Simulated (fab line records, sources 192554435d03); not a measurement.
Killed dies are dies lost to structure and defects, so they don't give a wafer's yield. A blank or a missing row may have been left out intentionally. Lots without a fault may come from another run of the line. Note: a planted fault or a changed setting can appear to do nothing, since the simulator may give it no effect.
Chamber matching ; flow n5Finfet ; rieDiel-04 running N5_MOL_CONTACT_COAG_ETCH_110: 4 sister chambers
The step etches Si in CF4/O2, target depth 2.5 nm, time 8 s. 4 wafers are shown with their chamber, then 7 later ones without.

## EACH WAFER AND ITS CHAMBER
wafer;chamber;showerheadPlenumPTorr (Torr)
L077.5;3;2.14
L078.3;0;2.22
L090.1;1;2.15
L090.3;2;2.28

## WAFERS WITHOUT THEIR CHAMBER
wafer;showerheadPlenumPTorr (Torr)
L090.5;2.29
L094.4;2.14
L094.5;2.14
L094.6;2.21
L097.1;2.13
L097.4;2.21
L097.6;2.14

## WHICH CHAMBER EACH WENT THROUGH
wafer;from the rows above;in truth
L090.5;2;2
L094.4;can't be placed: 3 or 1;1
L094.5;can't be placed: 3 or 1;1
L094.6;0;0
L097.1;can't be placed: 3 or 1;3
L097.4;0;0
L097.6;can't be placed: 3 or 1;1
3 of 7 placed correctly. Not placeable from these rows: 4 (in 4, the candidates include the true chamber). Number placed wrongly: 0.
How it was worked out, from the rows above alone: a wafer's distance from a chamber is the root of the sum, over the readings, of the square of ((its reading less the chamber's mean) divided by the reading's scatter). If the next closest chamber is less than 2 further off than the closest, the wafer can't be placed; otherwise it belongs to the closest. For every chamber, the mean is computed from those of its wafers that are shown. The scatter: with one shown wafer a chamber, the root of the mean of the squares of how far each hidden wafer lies from its nearest shown one.
